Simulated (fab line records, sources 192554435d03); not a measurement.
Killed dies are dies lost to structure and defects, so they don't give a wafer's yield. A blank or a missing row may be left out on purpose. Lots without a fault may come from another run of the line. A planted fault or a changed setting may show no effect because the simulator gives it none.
Chamber matching | flow n5_finfet | N5_BEOL_M2_ETCH_69 on rie_diel-01: 4 sister chambers
The step etches SiARC in CF4, target depth 15.6 nm, time 26 s. 14 wafers are shown with their chamber, then 7 later ones without.

WAFERS WITH THEIR CHAMBER
wafer  | chamber | showerhead_plenum_p_Torr (Torr) | throttle_valve_pct (%) | drypump_motor_current_A (A)
L079.2 | 0       | 2.26                            | 15.36                  | 5.2
L079.5 | 3       | 2.09                            | 15.40                  | 5.7
L079.6 | 2       | 2.26                            | 15.32                  | 6.1
L080.2 | 3       | 2.09                            | 15.39                  | 5.7
L080.3 | 1       | 2.20                            | 15.68                  | 5.9
L080.6 | 3       | 2.09                            | 15.40                  | 5.7
L083.2 | 1       | 2.20                            | 15.70                  | 5.9
L083.3 | 2       | 2.26                            | 15.35                  | 6.0
L083.6 | 1       | 2.20                            | 15.71                  | 5.9
L082.2 | 2       | 2.25                            | 15.34                  | 6.1
L082.4 | 0       | 2.26                            | 15.35                  | 5.2
L082.5 | 2       | 2.25                            | 15.34                  | 6.1
L081.3 | 0       | 2.26                            | 15.38                  | 5.3
L081.5 | 1       | 2.20                            | 15.71                  | 5.9

SIGNATURES (means of the wafers above)
reading                  | chamber 0 | chamber 1 | chamber 2 | chamber 3 | scatter within a chamber
showerhead_plenum_p_Torr | 2.2600    | 2.2000    | 2.2550    | 2.0900    | 0.00316
throttle_valve_pct       | 15.3633   | 15.7000   | 15.3375   | 15.3967   | 0.0127
drypump_motor_current_A  | 5.233     | 5.900     | 6.075     | 5.700     | 0.0376
Rule: a wafer's distance from a chamber is the root of the sum, over the readings, of the square of ((its reading less the chamber's mean) divided by the reading's scatter). The wafer belongs to the nearest chamber; if the next one is less than 2 further off, it can't be placed. The scatter: the root of (the sum of the squares of (reading less its chamber's mean) over the shown wafers, divided by (wafers less chambers)).

WAFERS WITHOUT THEIR CHAMBER
wafer  | showerhead_plenum_p_Torr (Torr) | throttle_valve_pct (%) | drypump_motor_current_A (A)
L081.6 | 2.25                            | 15.34                  | 6.1
L084.2 | 2.25                            | 15.36                  | 6.1
L084.3 | 2.26                            | 15.37                  | 5.3
L084.4 | 2.09                            | 15.41                  | 5.7
L097.1 | 2.25                            | 15.38                  | 6.0
L097.3 | 2.25                            | 15.42                  | 5.3
L097.6 | 2.25                            | 15.37                  | 6.0

WHICH CHAMBER EACH WENT THROUGH
wafer  | from the rows above | in truth
L081.6 | 2                   | 2
L084.2 | 2                   | 2
L084.3 | 0                   | 0
L084.4 | 3                   | 3
L097.1 | 2                   | 2
L097.3 | 0                   | 0
L097.6 | 2                   | 2
Placed correctly: 7 of 7. Can't be placed from these rows: 0. Placed wrongly: 0.
